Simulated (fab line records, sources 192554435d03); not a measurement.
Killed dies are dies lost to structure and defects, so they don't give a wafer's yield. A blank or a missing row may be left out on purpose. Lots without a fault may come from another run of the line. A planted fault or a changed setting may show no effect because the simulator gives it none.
Split-lot experiment | flow n5_finfet | 7 lots, 21 wafers read, on a route of 1938 steps

THE SPLIT
At N5_BEOL_M8_ILD_DEP_00 (deposits SiCOH lowk from DEMS/porogen, target thk 179.75 nm, time 33.4 s), the setting time_s was moved away from the recipe's 33.4 s on 7 of the 21 wafers read, by -10.2% to +14.0%. The other wafers ran this setting at the recipe's value.

FROM THE SPLIT TO THE READING: what the file shows between them, 1 step
- N5_BEOL_M8_CURE_74: cures SiCOH lowk, time 240 s

THE READING
M8_ILD_THK, in nm, at N5_BEOL_M8_THK_MEAS_01. Fault-free wafers of this fab line usually give 155.3 nm, standard deviation 2.3 nm.

wafer  | tool, chamber at the split | time_s as run, s | against the recipe | M8_ILD_THK, nm | against lot-mates on the recipe
L075.1 | pecvd-04, 1                | 36.7             | +9.9%              | 174.2          | +18.6
L075.3 | pecvd-04, 0                | 33.4             | recipe             | 155.6          | -
L075.5 | pecvd-04, 0                | 36.7             | +9.9%              | 171.2          | +15.6
L074.2 | pecvd-04, 1                | 33.4             | recipe             | 158.5          | -
L074.5 | pecvd-04, 2                | 33.4             | recipe             | 155.7          | -
L074.6 | pecvd-04, 0                | 29.98            | -10.2%             | 141.3          | -15.8
L078.3 | pecvd-04, 2                | 33.4             | recipe             | 154.3          | -
L078.5 | pecvd-04, 2                | 33.4             | recipe             | 155.9          | -
L078.6 | pecvd-04, 1                | 33.4             | recipe             | 160.6          | -
L080.2 | pecvd-04, 2                | 33.4             | recipe             | 150.1          | -
L080.4 | pecvd-04, 0                | 33.4             | recipe             | 155.2          | -
L080.5 | pecvd-04, 2                | 30.54            | -8.6%              | 140.4          | -12.2
L084.1 | pecvd-01, 2                | 31.59            | -5.4%              | 143.6          | -7.5
L084.2 | pecvd-01, 1,0              | 33.4             | recipe             | 151.1          | -
L084.3 | pecvd-01, 1,0              | 33.4             | recipe             | 151.2          | -
L086.1 | pecvd-04, 1                | 38.07            | +14.0%             | 178.0          | +21.1
L086.2 | pecvd-04, 0                | 33.4             | recipe             | 155.4          | -
L086.4 | pecvd-04, 1                | 33.4             | recipe             | 158.5          | -
L092.1 | pecvd-01, 1                | 33.4             | recipe             | 151.2          | -
L092.3 | pecvd-01, 2                | 33.4             | recipe             | 150.7          | -
L092.4 | pecvd-01, 2                | 36.53            | +9.4%              | 168.0          | +17.1
Where a row lists several chambers, the file gives one row for several wafers and doesn't say which wafer went through which chamber.

THE FIT
A straight line over all 21 wafers: M8_ILD_THK changes by +1.64 nm for each +1% of time_s; r = +0.95; the points scatter about the line by 3 nm.
The same after taking each lot's own level away (the mean of its wafers on the recipe; 21 wafers): +1.59 nm for each +1%; r = +0.98; scatter 1.8 nm.
On that fit, the largest move of time_s shifts the reading by 22 nm.
The lots' own levels span 150.95 to 157.10 nm, that is 2.7 times the standard deviation above.
So the lot-to-lot level changes the slope little: the two slopes agree.
Check: with one of the wafers moved furthest among these (+14.0%) left out of the fit, the line predicts +23.3 nm for it against its lot-mates. It came out at +21.1 nm against them.

THE WHOLE CHAIN: every reading that the file lists as answering this split, in the file's order
step                   | what it does                                                             | reading                                                                                  | change (the file's fit)              | r (the file's)
N5_BEOL_M8_ILD_DEP_00  | deposits SiCOH lowk from DEMS/porogen, target thk 179.75 nm, time 33.4 s | SiCOH_lowk_of_BEOL_M8_ILD_DEP_00.thk_nm (the simulator's own value, which no gauge read) | +1.83 nm for each +1% of the setting | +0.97
N5_BEOL_M8_CURE_74     | cures SiCOH lowk, time 240 s                                             | SiCOH_lowk_of_BEOL_M8_ILD_DEP_00.thk_nm (the simulator's own value, which no gauge read) | +1.6 nm for each +1% of the setting  | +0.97
N5_BEOL_M8_THK_MEAS_01 |                                                                          | M8_ILD_THK                                                                               | +1.59 for each +1% of the setting    | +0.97

THE FILE'S OWN FIT
M8_ILD_THK changes by +1.59 nm for each +1% of time_s, r = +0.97.
